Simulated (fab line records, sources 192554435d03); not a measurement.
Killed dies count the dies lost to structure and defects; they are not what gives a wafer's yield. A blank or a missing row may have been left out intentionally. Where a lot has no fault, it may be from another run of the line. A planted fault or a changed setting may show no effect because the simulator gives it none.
Split-lot study	flow n5_finfet	on a route of 1938 steps: 7 lots, 21 wafers read

## THE SPLIT ITSELF
At N5_BEOL_M7_COAT_64 (time 60 s, resist thk 12 nm), the setting spin_rpm was moved away from the recipe's 1500 rpm on 12 of the 21 wafers read, by -7.5% to +10.6%. This setting was run at the recipe's value on the other wafers.

## FROM THE SPLIT TO THE READING: what the file shows between them, 5 steps
- N5_BEOL_M7_COAT_71: time 60 s, resist thk 5 nm
- N5_BEOL_M7_COAT_22: resist thk 30 nm
- N5_BEOL_M7_DESCUM_33: chemistry O2, time 7 s
- N5_BEOL_M7_ETCH_72: etches underlayer in N2/H2, target depth 6.5 nm, time 5.2 s
- N5_BEOL_M7_ETCH_65: etches SiARC in CF4, target depth 15.6 nm, time 26 s

## THE READING
SiARC_of_BEOL_M7_COAT_64.thk_nm (the simulator's own value, which no gauge read), in nm, at N5_BEOL_M7_ETCH_66 (etches SOC in N2/H2, target depth 80 nm, overetch 16 nm, time 120 s). The file does not state a usual value for it. Here, 9 wafers ran the recipe; their average is 6.3 nm with a standard deviation of 0.094 nm.

wafer	tool, chamber at the split	spin_rpm as run, rpm	against the recipe	SiARC_of_BEOL_M7_COAT_64.thk_nm, nm	against lot-mates on the recipe
L074.1	litho_track-03, 0	1388	-7.5%	6.8	+0.5
L074.2	litho_track-03, 0	1500	recipe	6.2	-
L074.5	litho_track-03, 0	1500	recipe	6.4	-
L078.1	litho_track-03, 0	1651	+10.1%	5.8	-0.6
L078.3	litho_track-03, 0	1651	+10.1%	5.8	-0.6
L078.4	litho_track-03, 0	1500	recipe	6.4	-
L079.1	litho_track-04, 0	1649	+9.9%	5.8	no lot-mate on the recipe
L079.2	litho_track-04, 0	1649	+9.9%	5.8	no lot-mate on the recipe
L079.6	litho_track-04, 0	1649	+9.9%	5.8	no lot-mate on the recipe
L080.4	litho_track-02, 0	1659	+10.6%	5.8	-0.4
L080.5	litho_track-02, 0	1659	+10.6%	5.8	-0.4
L080.6	litho_track-02, 0	1500	recipe	6.2	-
L084.2	litho_track-04, 0	1500	recipe	6.2	-
L084.3	litho_track-04, 0	1500	recipe	6.4	-
L084.4	litho_track-04, 0	1500	recipe	6.4	-
L089.2	litho_track-04, 0	1646	+9.7%	5.8	-0.6
L089.3	litho_track-04, 0	1500	recipe	6.4	-
L089.4	litho_track-04, 0	1646	+9.7%	5.8	-0.6
L091.1	litho_track-03, 0	1422	-5.2%	6.6	+0.2
L091.2	litho_track-03, 0	1422	-5.2%	7	+0.6
L091.6	litho_track-03, 0	1500	recipe	6.4	-

THE FIT
A straight line over all 21 wafers: SiARC_of_BEOL_M7_COAT_64.thk_nm changes by -0.0582 nm for each +1% of spin_rpm; r = -0.96; the points scatter about the line by 0.11 nm.
The same after taking each lot's own level away (the mean of its wafers on the recipe; 18 wafers): -0.057 nm for each +1%; r = -0.95; scatter 0.12 nm.
According to that fit, moving spin_rpm by its largest amount changes the reading by 0.6 nm.
From 6.20 to 6.40 nm: that is the span of the lots' own levels, equal to 2.1 times the standard deviation above.
The two slopes agree, so the slope changes little with the lot-to-lot level.
Check: -0.608 nm against its lot-mates is what the line predicts for one of the wafers moved furthest among these (+10.6%) when that wafer is left out of the fit. Against them it came out at -0.4 nm.

## OTHER SPLITS ON THESE WAFERS
Note: prior to the reading, these wafers also went through further splits. Each is held against what the fit with the lots' levels taken away leaves over:
other split on the same wafers	wafers away from the commonest value	r with SiARC_of_BEOL_M7_COAT_64.thk_nm (lot level and that fit taken away)
N5_BEOL_M3_COAT_22 spin_rpm	7	+0.22
N5_BEOL_M3_DEP_57 time_s	6	+0.19
N5_BEOL_M4_ILD_DEP_00 time_s	6	-0.04
N5_BEOL_M5_ILD_DEP_00 time_s	7	-0.31
N5_BEOL_M5_COAT_05 spin_rpm	4	+0.02
N5_BEOL_M5_ETCH_41 source_w	9	-0.04
N5_BEOL_M6_TRENCH_ETCH_37 bias_w	8	-0.02
N5_BEOL_M7_COAT_63 spin_rpm	6	-0.16

## THE WHOLE CHAIN: every reading that the file lists as answering this split, in the file's order
step	what it does	reading	change (the file's fit)	r (the file's)
N5_BEOL_M7_COAT_64	time 60 s, resist thk 12 nm	SiARC_of_BEOL_M7_COAT_64.thk_nm (the simulator's own value, which no gauge read)	-0.0596 nm for each +1% of the setting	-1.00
N5_BEOL_M7_ETCH_65	etches SiARC in CF4, target depth 15.6 nm, time 26 s	etch.depth_nm (the simulator's own value, which no gauge read)	-0.0554 nm for each +1% of the setting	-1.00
N5_BEOL_M7_ETCH_65	etches SiARC in CF4, target depth 15.6 nm, time 26 s	CAR-EUV_of_BEOL_M7_COAT_22.thk_nm (the simulator's own value, which no gauge read)	+0.0436 nm for each +1% of the setting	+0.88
N5_BEOL_M7_ETCH_66	etches SOC in N2/H2, target depth 80 nm, overetch 16 nm, time 120 s	SiARC_of_BEOL_M7_COAT_64.thk_nm (the simulator's own value, which no gauge read)	-0.0561 nm for each +1% of the setting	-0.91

## FILE'S OWN FIT
SiARC_of_BEOL_M7_COAT_64.thk_nm changes by -0.0561 nm for each +1% of spin_rpm, r = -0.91.
